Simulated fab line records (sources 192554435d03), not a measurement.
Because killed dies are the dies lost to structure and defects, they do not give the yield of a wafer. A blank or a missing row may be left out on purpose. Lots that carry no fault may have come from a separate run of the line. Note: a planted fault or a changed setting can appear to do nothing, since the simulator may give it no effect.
Matching of chambers ; flow n5 finfet ; 4 sister chambers for N5_MOL_CONTACT_COAG_DESCUM_45 on rie diel-05
The step chemistry O2, time 7 s. 8 wafers are shown with their chamber, then 7 later ones without.

## EACH WAFER AND ITS CHAMBER
wafer;chamber;drypump motor current A (A);throttle valve pct (%)
L078.4;0;6.4;20.81
L082.4;2;5.8;20.06
L082.5;2;5.8;20.06
L087.1;0;6.4;20.83
L087.2;3;5.3;20.21
L087.3;1;5.2;20.14
L086.3;1;5.1;20.15
L086.4;3;5.3;20.21

## WAFERS MISSING THEIR CHAMBER
wafer;drypump motor current A (A);throttle valve pct (%)
L086.5;6.4;20.82
L093.1;5.8;20.11
L093.3;5.3;20.24
L093.4;5.3;20.23
L095.1;5.3;20.24
L095.4;5.1;20.18
L095.6;5.8;20.13

## WHICH CHAMBER EACH WENT THROUGH
wafer;from the rows above;in truth
L086.5;0;0
L093.1;2;2
L093.3;3;3
L093.4;3;3
L095.1;3;3
L095.4;1;1
L095.6;2;2
Correct placement for 7 of the 7. Can't be placed from these rows: 0. Number placed wrongly: 0.
How it was worked out, from the rows above alone: a wafer's distance from a chamber is the root of the sum, over the readings, of the square of ((its reading less the chamber's mean) divided by the reading's scatter). If the next closest chamber is less than 2 further off than the closest, the wafer can't be placed; otherwise it belongs to the closest. For every chamber, the mean is computed from those of its wafers that are shown. The scatter: take each reading less its chamber's mean, square it, sum over the shown wafers, divide by the number of wafers less the number of chambers, and take the root.
